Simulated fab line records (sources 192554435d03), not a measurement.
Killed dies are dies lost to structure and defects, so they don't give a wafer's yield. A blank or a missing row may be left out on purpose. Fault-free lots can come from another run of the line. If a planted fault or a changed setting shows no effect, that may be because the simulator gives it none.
Matching of chambers / flow n5-finfet / pecvd-03 running N5_BEOL_M2_DEP_57: 3 sister chambers
The step deposits SiCN from 3MS/NH3, target thk 8 nm, time 14 s. 6 wafers are shown with their chamber, then 7 later ones without.

== WAFERS WITH THEIR CHAMBER ==
wafer=L083.1; chamber=1; showerhead-vpp-V (V)=822; showerhead-plenum-p-Torr (Torr)=3.672
wafer=L083.4; chamber=0; showerhead-vpp-V (V)=808; showerhead-plenum-p-Torr (Torr)=3.655
wafer=L086.2; chamber=1; showerhead-vpp-V (V)=831; showerhead-plenum-p-Torr (Torr)=3.666
wafer=L086.4; chamber=2; showerhead-vpp-V (V)=954; showerhead-plenum-p-Torr (Torr)=3.672
wafer=L088.3; chamber=0; showerhead-vpp-V (V)=791; showerhead-plenum-p-Torr (Torr)=3.656
wafer=L088.4; chamber=2; showerhead-vpp-V (V)=924; showerhead-plenum-p-Torr (Torr)=3.670

== WAFERS WHOSE CHAMBER IS MISSING ==
wafer=L088.5; showerhead-vpp-V (V)=781; showerhead-plenum-p-Torr (Torr)=3.651
wafer=L089.2; showerhead-vpp-V (V)=839; showerhead-plenum-p-Torr (Torr)=3.670
wafer=L089.4; showerhead-vpp-V (V)=940; showerhead-plenum-p-Torr (Torr)=3.665
wafer=L089.5; showerhead-vpp-V (V)=792; showerhead-plenum-p-Torr (Torr)=3.664
wafer=L091.2; showerhead-vpp-V (V)=828; showerhead-plenum-p-Torr (Torr)=3.677
wafer=L091.4; showerhead-vpp-V (V)=948; showerhead-plenum-p-Torr (Torr)=3.676
wafer=L091.5; showerhead-vpp-V (V)=830; showerhead-plenum-p-Torr (Torr)=3.675

== EACH ONE'S CHAMBER ==
wafer=L088.5; from the rows above=0; in truth=0
wafer=L089.2; from the rows above=1; in truth=1
wafer=L089.4; from the rows above=2; in truth=2
wafer=L089.5; from the rows above=can't be placed: 1 or 0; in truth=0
wafer=L091.2; from the rows above=1; in truth=1
wafer=L091.4; from the rows above=2; in truth=2
wafer=L091.5; from the rows above=1; in truth=1
6 of 7 placed correctly. Not placeable from these rows: 1 (in 1, the candidates include the true chamber). Placed wrongly: 0.
How it was worked out, from the rows above alone: a wafer's distance from a chamber is the root of the sum, over the readings, of the square of ((its reading less the chamber's mean) divided by the reading's scatter). If the next closest chamber is less than 2 further off than the closest, the wafer can't be placed; otherwise it belongs to the closest. A chamber's mean is the mean of its shown wafers. The scatter: take each reading less its chamber's mean, square it, sum over the shown wafers, divide by the number of wafers less the number of chambers, and take the root.
